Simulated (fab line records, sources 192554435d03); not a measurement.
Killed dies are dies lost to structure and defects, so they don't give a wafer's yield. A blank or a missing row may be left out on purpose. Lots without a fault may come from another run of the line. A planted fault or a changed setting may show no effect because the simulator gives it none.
Which tool did it? | flow n5_finfet | 23 lots, 69 wafers sampled, at 6 steps of a route of 1938

WHAT THE GAUGES READ, wafer by wafer
The record holds no reading of a measuring or inspecting step that can be judged against a usual standard deviation.

WHICH TOOL RAN EACH LOT (tool, then ch and the chambers of the sampled wafers, then the start)
lot  | N5_GATE_CUT_HM_OPEN_40             | N5_GATE_CUT_ALD_22                | N5_MOL_CONTACT_COAG_ETCH_106       | N5_MOL_CONTACT_COAG_STRIP_98       | N5_MOL_CONTACT_COAG_SIL_ANNEAL_21 | N5_MOL_CONTACT_COAG_ALD_27
L074 | rie_diel-02 ch 0,1,2, day 4 10:14  | ald_sin-04 ch 0,1, day 4 11:07    | rie_diel-04 ch 2,3, day 4 15:13    | rie_diel-04 ch 2,3, day 4 15:28    | rtp_anneal-01 ch 0, day 4 17:06   | ald_sin-01 ch 0,1,2, day 4 23:49
L075 | rie_diel-01 ch 0,2,3, day 4 17:31  | ald_sin-03 ch 2,3, day 4 18:13    | rie_diel-04 ch 0,1,3, day 4 21:16  | rie_diel-04 ch 0,1,3, day 4 21:30  | rtp_anneal-01 ch 0, day 4 23:03   | ald_sin-02 ch 0,2,3, day 5 03:10
L076 | rie_diel-01 ch 1,2,3, day 4 21:26  | ald_sin-03 ch 0,1, day 4 22:06    | rie_diel-06 ch 0,2,3, day 5 01:08  | rie_diel-06 ch 0,2,3, day 5 01:23  | rtp_anneal-02 ch 0, day 5 02:34   | ald_sin-01 ch 0,1,3, day 5 06:52
L077 | rie_diel-01 ch 1,3, day 5 06:44    | ald_sin-04 ch 0,2, day 5 07:25    | rie_diel-04 ch 1,2,3, day 5 11:10  | rie_diel-04 ch 1,2,3, day 5 11:25  | rtp_anneal-01 ch 0, day 5 12:26   | ald_sin-03 ch 0,2,3, day 5 17:11
L078 | rie_diel-03 ch 0,2, day 5 09:49    | ald_sin-01 ch 0,1,2, day 5 10:35  | rie_diel-05 ch 2,3, day 5 13:37    | rie_diel-05 ch 2,3, day 5 13:52    | rtp_anneal-02 ch 0, day 5 14:56   | ald_sin-02 ch 0,2, day 5 18:15
L080 | rie_diel-02 ch 0,1,2, day 6 03:05  | ald_sin-01 ch 0,1,2, day 6 03:46  | rie_diel-05 ch 0,1, day 6 06:55    | rie_diel-05 ch 0,1, day 6 07:10    | rtp_anneal-02 ch 0, day 6 08:19   | ald_sin-01 ch 0,1,2, day 6 14:19
L081 | rie_diel-03 ch 2,3, day 6 06:26    | ald_sin-04 ch 0,2,3, day 6 07:07  | rie_diel-05 ch 0,2,3, day 6 10:08  | rie_diel-05 ch 0,2,3, day 6 10:23  | rtp_anneal-02 ch 0, day 6 12:31   | ald_sin-01 ch 0,3, day 6 21:22
L082 | rie_diel-01 ch 0,3, day 6 20:05    | ald_sin-04 ch 0,1, day 6 20:46    | rie_diel-06 ch 0,1, day 6 23:59    | rie_diel-06 ch 0,1, day 7 00:14    | rtp_anneal-01 ch 0, day 7 01:47   | ald_sin-02 ch 0,2,3, day 7 08:10
L083 | rie_diel-03 ch 0,1,2, day 7 03:11  | ald_sin-04 ch 0,1,2, day 7 04:16  | rie_diel-05 ch 1,2,3, day 7 07:17  | rie_diel-05 ch 1,2,3, day 7 07:32  | rtp_anneal-01 ch 0, day 7 10:34   | ald_sin-01 ch 1,2,3, day 7 14:15
L085 | rie_diel-03 ch 0,2,3, day 7 06:47  | ald_sin-01 ch 0,1,3, day 7 07:28  | rie_diel-05 ch 0,2,3, day 7 10:37  | rie_diel-05 ch 0,2,3, day 7 10:51  | rtp_anneal-01 ch 0, day 7 11:53   | ald_sin-03 ch 0,1,2, day 7 15:15
L084 | rie_diel-01 ch 0,2,3, day 7 06:49  | ald_sin-03 ch 0,1, day 7 08:08    | rie_diel-04 ch 0,1,3, day 7 11:55  | rie_diel-04 ch 0,1,3, day 7 12:10  | rtp_anneal-01 ch 0, day 7 13:22   | ald_sin-01 ch 1,2,3, day 7 18:03
L086 | rie_diel-03 ch 1,3, day 7 14:53    | ald_sin-01 ch 0,2,3, day 7 15:47  | rie_diel-06 ch 0,3, day 7 18:58    | rie_diel-06 ch 0,3, day 7 19:13    | rtp_anneal-01 ch 0, day 7 20:19   | ald_sin-01 ch 0,3, day 8 02:28
L088 | rie_diel-02 ch 1,2, day 8 03:32    | ald_sin-04 ch 2,3, day 8 04:31    | rie_diel-04 ch 0,1,2, day 8 07:40  | rie_diel-04 ch 0,1,2, day 8 07:55  | rtp_anneal-02 ch 0, day 8 08:57   | ald_sin-02 ch 0,3, day 8 14:08
L087 | rie_diel-03 ch 0,2,3, day 8 04:04  | ald_sin-03 ch 1,2, day 8 05:05    | rie_diel-04 ch 0,3, day 8 08:07    | rie_diel-04 ch 0,3, day 8 08:22    | rtp_anneal-02 ch 0, day 8 09:28   | ald_sin-03 ch 1,2, day 8 15:35
L089 | rie_diel-02 ch 0,2,3, day 8 11:54  | ald_sin-03 ch 0,3, day 8 12:34    | rie_diel-06 ch 1,2,3, day 8 16:04  | rie_diel-06 ch 1,2,3, day 8 16:19  | rtp_anneal-01 ch 0, day 8 17:53   | ald_sin-02 ch 2,3, day 9 00:40
L090 | rie_diel-02 ch 0,1,2, day 8 22:40  | ald_sin-01 ch 0,1,3, day 9 00:43  | rie_diel-05 ch 0,1,3, day 9 03:45  | rie_diel-05 ch 0,1,3, day 9 03:59  | rtp_anneal-01 ch 0, day 9 05:31   | ald_sin-03 ch 1,2,3, day 9 09:44
L091 | rie_diel-03 ch 0,1,3, day 9 01:16  | ald_sin-01 ch 1,2,3, day 9 02:24  | rie_diel-06 ch 1,2, day 9 05:34    | rie_diel-06 ch 1,2, day 9 05:49    | rtp_anneal-02 ch 0, day 9 06:54   | ald_sin-02 ch 0,3, day 9 14:20
L092 | rie_diel-03 ch 2,3, day 9 04:49    | ald_sin-01 ch 0,1,3, day 9 05:29  | rie_diel-05 ch 0,2,3, day 9 17:44  | rie_diel-05 ch 0,2,3, day 9 17:58  | rtp_anneal-02 ch 0, day 9 19:14   | ald_sin-01 ch 1,2, day 10 00:02
L094 | rie_diel-02 ch 0,1,3, day 9 14:26  | ald_sin-04 ch 0,3, day 9 15:07    | rie_diel-05 ch 1,2, day 9 18:09    | rie_diel-05 ch 1,2, day 9 18:23    | rtp_anneal-02 ch 0, day 9 19:41   | ald_sin-01 ch 0,3, day 10 01:44
L093 | rie_diel-01 ch 2,3, day 9 15:17    | ald_sin-01 ch 1,2, day 9 15:57    | rie_diel-05 ch 0,3, day 9 18:59    | rie_diel-05 ch 0,3, day 9 19:13    | rtp_anneal-01 ch 0, day 9 20:41   | ald_sin-02 ch 1,2,3, day 10 04:06
L095 | rie_diel-03 ch 2,3, day 9 21:20    | ald_sin-01 ch 0,2, day 9 22:00    | rie_diel-05 ch 0,3, day 10 01:02   | rie_diel-05 ch 0,3, day 10 01:16   | rtp_anneal-02 ch 0, day 10 04:07  | ald_sin-01 ch 0,3, day 10 09:47
L096 | rie_diel-03 ch 1,2,3, day 10 01:47 | ald_sin-04 ch 0,3, day 10 02:28   | rie_diel-04 ch 0,1,3, day 10 05:37 | rie_diel-04 ch 0,1,3, day 10 05:51 | rtp_anneal-02 ch 0, day 10 07:58  | ald_sin-01 ch 0,2,3, day 10 13:34
L097 | rie_diel-03 ch 0,2, day 10 10:37   | ald_sin-04 ch 1,2,3, day 10 11:29 | rie_diel-04 ch 0,1,2, day 10 14:53 | rie_diel-04 ch 0,1,2, day 10 15:07 | rtp_anneal-02 ch 0, day 10 17:18  | ald_sin-02 ch 0,3, day 10 23:54
- N5_GATE_CUT_HM_OPEN_40: chemistry C4F6/O2, target SiO2, target depth 139 nm, time 85.1 s.
- N5_GATE_CUT_ALD_22: deposits SiNx, target thk 16 nm, pulse time 1 s, ald cycles 320.
- N5_MOL_CONTACT_COAG_ETCH_106: etches SOC in N2/H2, target depth 80 nm, overetch 16 nm, time 120 s.
- N5_MOL_CONTACT_COAG_STRIP_98: strips in N2/H2.
- N5_MOL_CONTACT_COAG_SIL_ANNEAL_21: time 60 s.
- N5_MOL_CONTACT_COAG_ALD_27: deposits SiOC, target thk 17 nm, pulse time 1.5 s, time 2720 s.

WHAT THE TOOLS THEMSELVES READ (means of the sampled wafers that have a number; where no wafer has one, the mark that the record gives instead)
N5_GATE_CUT_HM_OPEN_40. Usual: drypump_motor_current_A 5.6 A, standard deviation 0.39; etch_rf_on_time_s 94.4 s, standard deviation 2.7; oes_product_au 0.69 a.u., standard deviation 0.072; rf_vpp_V 661 V, standard deviation 15; showerhead_plenum_p_Torr 2.82 Torr, standard deviation 0.083; throttle_valve_pct 21.05 %, standard deviation 0.27.
lot  | tool        | drypump_motor_current_A (A) | etch_rf_on_time_s (s) | oes_product_au (a.u.) | rf_vpp_V (V) | showerhead_plenum_p_Torr (Torr) | throttle_valve_pct (%) | flag
L074 | rie_diel-02 | 5.7                         | 96.3                  | 0.67                  | 662          | 2.86                            | 21.07                  |
L075 | rie_diel-01 | 6.2                         | 92.9                  | 0.69                  | 668          | 2.83                            | 20.83                  |
L076 | rie_diel-01 | 5.8                         | 94.2                  | 0.69                  | 669          | 2.80                            | 20.97                  |
L077 | rie_diel-01 | 5.6                         | 91.7                  | 0.69                  | 677          | 2.72                            | 21.12                  |
L078 | rie_diel-03 | 5.5                         | 93.7                  | 0.67                  | 666          | 2.88                            | 21.18                  |
L080 | rie_diel-02 | 5.7                         | 95.8                  | 0.66                  | 661          | 2.85                            | 21.08                  |
L081 | rie_diel-03 | 5.7                         | 93.3                  | 0.66                  | 646          | 2.75                            | 21.20                  |
L082 | rie_diel-01 | 6.3                         | 92.1                  | 0.68                  | 672          | 2.78                            | 20.89                  |
L083 | rie_diel-03 | 5.5                         | 94.5                  | 0.64                  | 660          | 2.84                            | 21.26                  |
L085 | rie_diel-03 | 5.5                         | 93.0                  | 0.67                  | 654          | 2.81                            | 21.17                  |
L084 | rie_diel-01 | 6.2                         | 91.1                  | 0.67                  | 666          | 2.82                            | 20.85                  |
L086 | rie_diel-03 | 5.1                         | 96.0                  | 0.63                  | 651          | 2.79                            | 21.28                  |
L088 | rie_diel-02 | 5.7                         | 94.9                  | 0.68                  | 654          | 2.78                            | 21.19                  |
L087 | rie_diel-03 | 5.5                         | 96.2                  | 0.65                  | 654          | 2.81                            | 21.17                  |
L089 | rie_diel-02 | 5.6                         | 93.0                  | 0.76                  | 670          | 2.89                            | 20.83                  |
L090 | rie_diel-02 | 5.7                         | 95.5                  | 0.73                  | 661          | 2.84                            | 21.00                  |
L091 | rie_diel-03 | 5.2                         | 99.9                  | 0.64                  | 656          | 2.83                            | 21.21                  |
L092 | rie_diel-03 | 5.4                         | 95.9                  | 0.75                  | 642          | 2.74                            | 21.01                  |
L094 | rie_diel-02 | 5.5                         | 92.8                  | 0.75                  | 666          | 2.85                            | 20.92                  |
L093 | rie_diel-01 | 6.1                         | 91.5                  | 0.66                  | 654          | 2.78                            | 21.15                  |
L095 | rie_diel-03 | 5.4                         | 95.4                  | 0.74                  | 641          | 2.74                            | 21.02                  |
L096 | rie_diel-03 | 5.4                         | 94.8                  | 0.72                  | 649          | 2.76                            | 21.13                  |
L097 | rie_diel-03 | 5.7                         | 91.4                  | 0.81                  | 658          | 2.81                            | 20.97                  |

N5_GATE_CUT_ALD_22. Usual: heater_power_w 843 W, standard deviation 140; precursor_pulse_height_rel 0.998, standard deviation 0.019.
lot  | tool       | heater_power_w (W) | precursor_pulse_height_rel | flag
L074 | ald_sin-04 | 859                | 0.986                      |
L075 | ald_sin-03 | 751                | 1.007                      |
L076 | ald_sin-03 | 938                | 1.002                      |
L077 | ald_sin-04 | 834                | 0.988                      |
L078 | ald_sin-01 | 751                | 0.991                      |
L080 | ald_sin-01 | 762                | 0.999                      |
L081 | ald_sin-04 | 823                | 1.003                      |
L082 | ald_sin-04 | 880                | 1.012                      |
L083 | ald_sin-04 | 827                | 0.999                      |
L085 | ald_sin-01 | 887                | 0.998                      |
L084 | ald_sin-03 | 943                | 1.013                      |
L086 | ald_sin-01 | 908                | 0.972                      |
L088 | ald_sin-04 | 748                | 0.999                      |
L087 | ald_sin-03 | 881                | 1.018                      |
L089 | ald_sin-03 | 899                | 0.968                      |
L090 | ald_sin-01 | 858                | 1.009                      |
L091 | ald_sin-01 | 804                | 0.992                      |
L092 | ald_sin-01 | 860                | 0.986                      |
L094 | ald_sin-04 | 896                | 1.022                      |
L093 | ald_sin-01 | 713                | 0.997                      |
L095 | ald_sin-01 | 824                | 0.984                      |
L096 | ald_sin-04 | 897                | 0.998                      |
L097 | ald_sin-04 | 804                | 0.994                      |

N5_MOL_CONTACT_COAG_ETCH_106. Usual: drypump_motor_current_A 5.9 A, standard deviation 0.47; oes_product_au 0.72 a.u., standard deviation 0.065; rf_vpp_V 525.7 V, standard deviation 2.2; showerhead_plenum_p_Torr 2.60 Torr, standard deviation 0.084; throttle_valve_pct 17.7 %, standard deviation 0.32.
lot  | tool        | drypump_motor_current_A (A) | oes_product_au (a.u.) | rf_vpp_V (V) | showerhead_plenum_p_Torr (Torr) | throttle_valve_pct (%) | flag
L074 | rie_diel-04 | 6.3                         | 0.76                  | 526.6        | 2.68                            | 17.8                   |
L075 | rie_diel-04 | 5.7                         | 0.74                  | 525.7        | 2.57                            | 17.7                   |
L076 | rie_diel-06 | 5.8                         | 0.66                  | 525.4        | 2.60                            | 17.9                   |
L077 | rie_diel-04 | 6.1                         | 0.71                  | 526.3        | 2.66                            | 17.8                   |
L078 | rie_diel-05 | 5.6                         | 0.72                  | 524.1        | 2.52                            | 17.4                   |
L080 | rie_diel-05 | 5.9                         | 0.73                  | 528.4        | 2.67                            | 17.9                   |
L081 | rie_diel-05 | 5.8                         | 0.74                  | 526.4        | 2.59                            | 17.3                   |
L082 | rie_diel-06 | 6.4                         | 0.73                  | 527.1        | 2.67                            | 17.8                   |
L083 | rie_diel-05 | 5.7                         | 0.70                  | 524.8        | 2.58                            | 17.7                   |
L085 | rie_diel-05 | 5.9                         | 0.73                  | 525.0        | 2.58                            | 17.4                   |
L084 | rie_diel-04 | 5.7                         | 0.72                  | 523.8        | 2.56                            | 17.7                   |
L086 | rie_diel-06 | 5.4                         | 0.67                  | 526.3        | 2.65                            | 18.0                   |
L088 | rie_diel-04 | 5.7                         | 0.70                  | 525.1        | 2.60                            | 17.8                   |
L087 | rie_diel-04 | 5.9                         | 0.76                  | 523.9        | 2.55                            | 17.7                   |
L089 | rie_diel-06 | 5.8                         | 0.77                  | 526.3        | 2.60                            | 17.6                   |
L090 | rie_diel-05 | 6.0                         | 0.69                  | 526.8        | 2.64                            | 17.6                   |
L091 | rie_diel-06 | 6.1                         | 0.81                  | 524.2        | 2.54                            | 17.3                   |
L092 | rie_diel-05 | 5.8                         | 0.72                  | 525.8        | 2.58                            | 17.4                   |
L094 | rie_diel-05 | 5.7                         | 0.69                  | 525.3        | 2.59                            | 18.0                   |
L093 | rie_diel-05 | 6.1                         | 0.73                  | 527.6        | 2.64                            | 17.3                   |
L095 | rie_diel-05 | 6.1                         | 0.72                  | 527.7        | 2.64                            | 17.3                   |
L096 | rie_diel-04 | 5.7                         | 0.70                  | 523.9        | 2.55                            | 17.8                   |
L097 | rie_diel-04 | 5.7                         | 0.69                  | 525.0        | 2.59                            | 17.9                   |

N5_MOL_CONTACT_COAG_STRIP_98. Usual: drypump_motor_current_A 5.9 A, standard deviation 0.47; oes_product_au 0.80 a.u., standard deviation 0.076; rf_vpp_V 54.6 V, standard deviation 1.5; showerhead_plenum_p_Torr 3.44 Torr, standard deviation 0.11; throttle_valve_pct 18.7 %, standard deviation 0.49.
lot  | tool        | drypump_motor_current_A (A) | oes_product_au (a.u.) | rf_vpp_V (V) | showerhead_plenum_p_Torr (Torr) | throttle_valve_pct (%) | flag
L074 | rie_diel-04 | 6.3                         | 0.86                  | 53.9         | 3.53                            | 19.0                   |
L075 | rie_diel-04 | 5.7                         | 0.83                  | 53.3         | 3.39                            | 18.8                   |
L076 | rie_diel-06 | 5.8                         | 0.73                  | 54.5         | 3.43                            | 19.0                   |
L077 | rie_diel-04 | 6.2                         | 0.80                  | 54.9         | 3.50                            | 19.1                   |
L078 | rie_diel-05 | 5.6                         | 0.82                  | 56.1         | 3.33                            | 18.3                   |
L080 | rie_diel-05 | 5.9                         | 0.82                  | 53.7         | 3.52                            | 18.9                   |
L081 | rie_diel-05 | 5.8                         | 0.83                  | 54.6         | 3.42                            | 18.2                   |
L082 | rie_diel-06 | 6.4                         | 0.83                  | 55.0         | 3.52                            | 18.7                   |
L083 | rie_diel-05 | 5.8                         | 0.77                  | 54.3         | 3.40                            | 18.5                   |
L085 | rie_diel-05 | 5.8                         | 0.82                  | 54.3         | 3.41                            | 18.2                   |
L084 | rie_diel-04 | 5.7                         | 0.81                  | 54.6         | 3.38                            | 18.8                   |
L086 | rie_diel-06 | 5.5                         | 0.75                  | 55.0         | 3.50                            | 19.3                   |
L088 | rie_diel-04 | 5.7                         | 0.79                  | 55.1         | 3.43                            | 18.8                   |
L087 | rie_diel-04 | 5.9                         | 0.85                  | 54.7         | 3.37                            | 18.8                   |
L089 | rie_diel-06 | 5.8                         | 0.87                  | 56.1         | 3.43                            | 18.6                   |
L090 | rie_diel-05 | 6.0                         | 0.77                  | 54.6         | 3.48                            | 18.5                   |
L091 | rie_diel-06 | 6.1                         | 0.93                  | 54.6         | 3.35                            | 18.1                   |
L092 | rie_diel-05 | 5.9                         | 0.80                  | 54.0         | 3.40                            | 18.3                   |
L094 | rie_diel-05 | 5.7                         | 0.76                  | 54.7         | 3.42                            | 19.0                   |
L093 | rie_diel-05 | 6.1                         | 0.81                  | 54.2         | 3.49                            | 18.2                   |
L095 | rie_diel-05 | 6.1                         | 0.81                  | 56.8         | 3.49                            | 18.2                   |
L096 | rie_diel-04 | 5.7                         | 0.78                  | 52.3         | 3.37                            | 18.9                   |
L097 | rie_diel-04 | 5.7                         | 0.77                  | 54.7         | 3.41                            | 18.8                   |

N5_MOL_CONTACT_COAG_SIL_ANNEAL_21. Usual: lamp_power_pct 6.1 %, standard deviation 0.65; wafer_temp_C_max 552.9, standard deviation 1.2.
lot  | tool          | lamp_power_pct (%) | wafer_temp_C_max | flag
L074 | rtp_anneal-01 | 6.8                | 551.3            |
L075 | rtp_anneal-01 | 6.8                | 551.6            |
L076 | rtp_anneal-02 | 5.5                | 553.9            |
L077 | rtp_anneal-01 | 6.8                | 552.7            |
L078 | rtp_anneal-02 | 5.5                | 553.8            |
L080 | rtp_anneal-02 | 5.5                | 554.0            |
L081 | rtp_anneal-02 | 5.5                | 553.8            |
L082 | rtp_anneal-01 | 6.8                | 552.0            |
L083 | rtp_anneal-01 | 6.8                | 551.8            |
L085 | rtp_anneal-01 | 6.8                | 551.6            |
L084 | rtp_anneal-01 | 6.8                | 551.8            |
L086 | rtp_anneal-01 | 6.8                | 551.7            |
L088 | rtp_anneal-02 | 5.5                | 554.1            |
L087 | rtp_anneal-02 | 5.5                | 553.1            |
L089 | rtp_anneal-01 | 6.8                | 551.8            |
L090 | rtp_anneal-01 | 6.8                | 551.6            |
L091 | rtp_anneal-02 | 5.5                | 554.4            |
L092 | rtp_anneal-02 | 5.5                | 554.1            |
L094 | rtp_anneal-02 | 5.5                | 553.7            |
L093 | rtp_anneal-01 | 6.8                | 552.3            |
L095 | rtp_anneal-02 | 5.5                | 553.5            |
L096 | rtp_anneal-02 | 5.5                | 553.4            |
L097 | rtp_anneal-02 | 5.5                | 554.3            |

N5_MOL_CONTACT_COAG_ALD_27. Usual: heater_power_w 855 W, standard deviation 140; precursor_pulse_height_rel 0.997, standard deviation 0.021.
lot  | tool       | heater_power_w (W) | precursor_pulse_height_rel | flag
L074 | ald_sin-01 | 750                | 0.998                      |
L075 | ald_sin-02 | 908                | 0.997                      |
L076 | ald_sin-01 | 873                | 0.981                      |
L077 | ald_sin-03 | 823                | 0.971                      |
L078 | ald_sin-02 | 905                | 0.980                      |
L080 | ald_sin-01 | 760                | 0.996                      |
L081 | ald_sin-01 | 985                | 0.996                      |
L082 | ald_sin-02 | 890                | 0.988                      |
L083 | ald_sin-01 | 798                | 0.996                      |
L085 | ald_sin-03 | 853                | 0.987                      |
L084 | ald_sin-01 | 802                | 1.007                      |
L086 | ald_sin-01 | 967                | 0.982                      |
L088 | ald_sin-02 | 903                | 1.002                      |
L087 | ald_sin-03 | 874                | 0.972                      |
L089 | ald_sin-02 | 896                | 1.009                      |
L090 | ald_sin-03 | 848                | 0.997                      |
L091 | ald_sin-02 | 902                | 0.986                      |
L092 | ald_sin-01 | 626                | 0.989                      |
L094 | ald_sin-01 | 973                | 0.982                      |
L093 | ald_sin-02 | 837                | 1.016                      |
L095 | ald_sin-01 | 995                | 1.001                      |
L096 | ald_sin-01 | 918                | 1.020                      |
L097 | ald_sin-02 | 918                | 1.010                      |

THE ANSWER, worked out from the rows above alone
Rule: a lot is off if the mean of its wafers that have a number lies more than 3 standard deviations from the usual mean. A lot without any number at a reading at which 4 lots or more have one is off too. The other lots that the step has rows for count as sound. The gauges are gone through in route order, then the tools' own readings, and for those a lot's mean is taken as printed above. The first step at which some lot is off is used, and at that step the reading that is off furthest; a lot without a number counts as furthest.
No lot is off at any reading shown: from this, nothing can be told.

WHAT THE SIMULATOR HAD PUT IN
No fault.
